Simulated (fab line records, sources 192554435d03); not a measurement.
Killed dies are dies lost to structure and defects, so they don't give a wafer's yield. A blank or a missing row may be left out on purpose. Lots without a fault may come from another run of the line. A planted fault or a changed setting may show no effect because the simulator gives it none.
A struck lot beside a sound one | flow n5_finfet | 17 steps out of a route of 1938
Sound: wafers L855.4, L855.5, L855.6. Struck: wafers L864.3, L864.5, L864.6. The cause comes at the end.
At each step with rows: each side's tool, then ch and its chambers, then its first start. Under that, the readings that differ: sound wafers | struck wafers | difference of the means | sigmas: that difference in standard deviations of wafers without a fault.
alike: readings whose means differ by less than 2 such deviations, and words and numbers that are the same on both sides. not compared: withheld readings, readings that some wafer has no value for, bounds like >300 that may hide the same value, and numbers for which the record gives no deviation and whose values overlap.
The two part at a step that has a row with sigmas, a row that says differs or no value, or rows on one side only. Numbers that don't overlap but have no deviation are shown without sigmas and don't part them. A reading that every wafer of one side lacks parts them only if that side has two wafers or more.

first, 2 steps without rows for these wafers: N5_BEOL_M4_PEB_09 (peb time 60 s); N5_BEOL_M4_DEVELOP_10 (develop time 30 s).
N5_BEOL_M4_CD_MEAS_11: target cd 16.79 nm.
  sound on cd_sem-02 ch 0, day 9 17:09; struck on cd_sem-02 ch 0, day 12 07:23
  alike: cd_nm
N5_BEOL_M4_OVL_MEAS_12:
  sound on overlay-01 ch 0, day 9 17:12; struck on overlay-01 ch 0, day 12 07:25
  alike: M4_OVL
N5_BEOL_M4_INSPECT_13: inspects for defects (brightfield).
  sound on defect_inspect-02, day 9 17:14; struck on defect_inspect-01, day 12 07:28
  alike: raw_defect_count
N5_BEOL_M4_DESCUM_16: chemistry O2, time 7 s.
  sound on rie_diel-06 ch 0,1,2, day 9 17:17; struck on rie_diel-05 ch 1,2, day 12 07:39
  alike: drypump_motor_current_A, oes_product_au, rf_vpp_V, showerhead_plenum_p_Torr, throttle_valve_pct
  not compared: rf_hours_counter_h
N5_BEOL_M4_ETCH_74: etches underlayer in N2/H2, target depth 6.5 nm, time 5.2 s.
  sound on rie_diel-06 ch 0,1,2, day 9 17:19; struck on rie_diel-05 ch 1,2, day 12 07:41
  reading               | sound          | struck         | difference | sigmas
  etch_rf_on_time_s (s) | 5.15 5.21 5.24 | 5.00 5.08 5.05 | -0.16      | -2
  alike: drypump_motor_current_A, oes_product_au, rf_vpp_V, showerhead_plenum_p_Torr, throttle_valve_pct
  not compared: rf_hours_counter_h
N5_BEOL_M4_ETCH_63: etches SiARC in CF4, target depth 15.6 nm, time 26 s.
  sound on rie_diel-06 ch 0,1,2, day 9 17:20; struck on rie_diel-05 ch 1,2, day 12 07:42
  alike: drypump_motor_current_A, etch_rf_on_time_s, oes_product_au, rf_vpp_V, showerhead_plenum_p_Torr, throttle_valve_pct
  not compared: rf_hours_counter_h
then, 3 steps without rows for these wafers: N5_BEOL_M4_ETCH_64 (etches SOC in N2/H2, target depth 75 nm, overetch 22.5 nm, time 121.9 s); N5_BEOL_M4_STRIP_65 (strips in N2/H2); N5_BEOL_M4_STRIP_75 (strips in N2/H2).
N5_BEOL_M4_STRIP_66: strips in CF4.
  sound on rie_diel-06 ch 0,1,2, day 9 17:30; struck on rie_diel-05 ch 1,2, day 12 07:52
  alike: drypump_motor_current_A, oes_product_au, power_w, rf_vpp_V, showerhead_plenum_p_Torr, throttle_valve_pct
  not compared: rf_hours_counter_h
N5_BEOL_M4_HM_OPEN_17: chemistry Cl2/BCl3, target TiN, target depth 20 nm, overetch 6 nm.
  sound on rie_metal-01 ch 0,1, day 9 17:34; struck on rie_metal-01 ch 0,1, day 12 07:56
  no value came back on the struck wafers for any of 5 readings (bcl3_flow_sccm (sccm), bias_w (W) and others); on the sound wafers bcl3_flow_sccm (sccm) reads 21.72 21.85 21.76
  reading                                  | sound          | struck         | difference | sigmas
  model.SOC_of_BEOL_M4_COAT_61.thk_nm (nm) | 52.2 52.4 52.2 | 60.4 60.2 60.2 | +8.0       |
  not compared: rf_hours_counter_h
N5_BEOL_M4_STRIP_19: strips in O2.
  sound on rie_diel-01 ch 0,1, day 9 17:39; struck on rie_diel-01 ch 0,2,3, day 12 08:02
  reading                | sound             | struck            | difference | sigmas
  throttle_valve_pct (%) | 17.09 17.09 16.85 | 16.66 16.58 16.39 | -0.47      | -2
  alike: drypump_motor_current_A, oes_product_au, rf_vpp_V, showerhead_plenum_p_Torr
  not compared: rf_hours_counter_h
N5_BEOL_M4_CD_MEAS_18: pitch 36 nm, target cd 18 nm.
  sound on cd_sem-02, day 9 17:43; struck on cd_sem-02, day 12 08:07
  reading    | sound             | struck | difference                    | sigmas
  cd_nm (nm) | 17.99 18.40 18.23 | - - -  | no value on the struck wafers |
then, 1 step without rows for these wafers: N5_BEOL_M4_COAT_67 (time 60 s, resist thk 60 nm).
N5_BEOL_M4_RC_MEAS_101:
  the record has rows for the sound wafers here (prober-02 ch 0, day 10 03:43) and none for the struck ones

WHERE THEY PART
First at N5_BEOL_M4_ETCH_74; last, within this record, at N5_BEOL_M4_RC_MEAS_101.

WHY: what the simulator had put in
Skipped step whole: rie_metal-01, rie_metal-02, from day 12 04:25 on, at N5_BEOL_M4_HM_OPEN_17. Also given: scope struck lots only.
